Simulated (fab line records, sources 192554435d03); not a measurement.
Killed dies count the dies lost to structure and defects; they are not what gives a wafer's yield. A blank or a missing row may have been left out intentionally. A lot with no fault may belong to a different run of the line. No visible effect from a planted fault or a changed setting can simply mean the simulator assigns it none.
Matching of chambers	flow n5Finfet	N5_BEOL_M15_ETCH_57 on rieDiel-03: 4 sister chambers
The step etches SOC in N2/H2, time 750 s. 8 wafers are shown with their chamber, then 12 later ones without.

## WAFERS WITH THEIR CHAMBER
wafer	chamber	throttleValvePct (%)	showerheadPlenumPTorr (Torr)
L086.5	2	17.49	2.47
L091.1	3	18.09	2.52
L091.2	1	17.38	2.47
L091.4	2	17.50	2.47
L091.6	3	18.10	2.51
L092.3	0	17.95	2.64
L092.4	1	17.43	2.47
L092.5	0	17.98	2.64

## WAFERS WHOSE CHAMBER IS MISSING
wafer	throttleValvePct (%)	showerheadPlenumPTorr (Torr)
L094.1	17.41	2.47
L094.5	17.61	2.51
L094.6	17.50	2.46
L095.1	17.59	2.51
L095.2	17.53	2.46
L095.3	17.96	2.63
L095.4	17.42	2.47
L095.5	17.53	2.46
L095.6	17.60	2.51
L093.1	17.51	2.46
L093.4	17.44	2.46
L093.6	17.44	2.46

## EACH ONE'S CHAMBER
wafer	from the rows above	in truth
L094.1	1	1
L094.5	2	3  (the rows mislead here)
L094.6	2	2
L095.1	2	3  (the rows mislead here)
L095.2	2	2
L095.3	0	0
L095.4	1	1
L095.5	2	2
L095.6	2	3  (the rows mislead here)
L093.1	2	2
L093.4	can't be placed: 1 or 2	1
L093.6	can't be placed: 1 or 2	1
Correct placement for 7 of the 12. From these rows, 2 cannot be placed; in 2 the true chamber is one of the candidates. Placed wrongly: 3.
How it was worked out, from the rows above alone: a wafer's distance from a chamber is the root of the sum, over the readings, of the square of ((its reading less the chamber's mean) divided by the reading's scatter). If the next closest chamber is less than 2 further off than the closest, the wafer can't be placed; otherwise it belongs to the closest. A chamber's mean is the mean of its shown wafers. The scatter is the square root of a quotient: the sum, over the shown wafers, of each reading's squared deviation from its chamber's mean, divided by wafers minus chambers.
